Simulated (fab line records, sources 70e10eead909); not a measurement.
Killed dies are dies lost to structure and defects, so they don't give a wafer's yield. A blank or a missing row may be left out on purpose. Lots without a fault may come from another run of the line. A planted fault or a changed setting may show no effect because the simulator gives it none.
One fault seen from 3 desks | flow nand_harc | each desk has only its own numbers; what lay behind them comes last

THE DEFECT DESK
What the inspections along the route counted, lot by lot: means of the sampled wafers that have a number. A lot is out of limits, marked OUT, if its mean lies more than 4 standard deviations from the usual mean; the brackets give that distance.
Columns: A = raw_defect_count at NHARC_P_BONDPAD_INSPECT_23, usual 316
lot  | first seen here | A
L609 | day 6 21:46     | 257
L610 | day 6 23:11     | 193
L611 | day 7 02:05     | 271
L612 | day 7 03:11     | 267
L613 | day 7 11:34     | 334
L615 | day 7 22:40     | 275
L614 | day 8 01:57     | 243
L617 | day 8 09:11     | 363
L618 | day 8 23:07     | 295
L621 | day 9 21:46     | 369
L624 | day 10 13:49    | 227
L626 | day 10 14:26    | 262
L625 | day 10 15:25    | 521
L627 | day 11 04:10    | 305
L632 | day 12 11:54    | 357
This desk's finding: nothing out of limits on any of the 15 lots.

THE TOOL OWNER'S DESK: pecvd_onon-02
The tool's own readings at NHARC_A_ONON_D1_DEP_00 (target thk 1000 nm): means of the sampled wafers that have a number, for each lot that ran on this tool. A lot is out of limits, marked OUT, if its mean lies more than 4 standard deviations from the usual mean; the brackets give that distance.
Columns: A = n2o_flow_sccm at NHARC_A_ONON_D1_DEP_00, usual 1999 sccm; B = nh3_flow_sccm at NHARC_A_ONON_D1_DEP_00, usual 499.9 sccm
lot  | first seen here | A    | B
L610 | day 7 21:31     | 1999 | 499.1
L611 | day 8 04:51     | 1999 | 499.1
L621 | day 10 19:55    | 2004 | 500.2
L625 | day 11 12:47    | 2001 | 500.7
L626 | day 11 12:58    | 2001 | 499.2
L627 | day 12 07:11    | 1986 | 499.1
This desk's finding: nothing out of limits on any of the 6 lots.

THE METROLOGY DESK
What the gauges read, lot by lot, whatever tool the lot ran on: means of the sampled wafers that have a number. A lot is out of limits, marked OUT, if its mean lies more than 4 standard deviations from the usual mean; the brackets give that distance.
Columns: A = thk_nm at NHARC_A_ONON_D1_THK_MEAS_02, usual 1000 nm
lot  | first seen here | A
L609 | day 7 22:01     | 989
L610 | day 7 22:04     | 1002
L611 | day 8 05:22     | 1009
L612 | day 8 05:23     | 1000
L613 | day 8 17:04     | 996
L615 | day 8 23:27     | 1017
L614 | day 8 23:29     | 996
L617 | day 9 13:32     | 994
L618 | day 9 23:34     | 998
L621 | day 10 20:25    | 986
L625 | day 11 13:08    | 945 (-5.9) OUT
L624 | day 11 13:10    | 1005
L626 | day 11 13:29    | 938 (-6.7) OUT
L627 | day 12 07:38    | 946 (-5.8) OUT
L632 | day 13 12:02    | 1016
This desk's finding: out of limits on L625, L626, L627; first on L625, day 11 13:08 (thk_nm at NHARC_A_ONON_D1_THK_MEAS_02). In limits: L609, L610, L611, L612, L613, L615, L614, L617, L618, L621, L624, L632.

PUT TOGETHER
The metrology desk could have raised an alarm at day 11 13:08, on L625, L626, L627.
The defect desk saw nothing out of limits.
The tool owner's desk saw nothing out of limits.
The defect desk has L625, L626, L627 on record, within its limits.
The tool owner's desk has L625, L626, L627 on record, within its limits.
Of the lots named, all ran NHARC_A_ONON_D1_DEP_00 on pecvd_onon-02.

WHAT THE SIMULATOR HAD PUT IN
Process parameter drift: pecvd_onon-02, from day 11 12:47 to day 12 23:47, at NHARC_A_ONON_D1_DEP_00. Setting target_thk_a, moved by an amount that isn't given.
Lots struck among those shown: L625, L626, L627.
Hours from the fault's start to each desk's first reading out of limits: the metrology desk, 0.
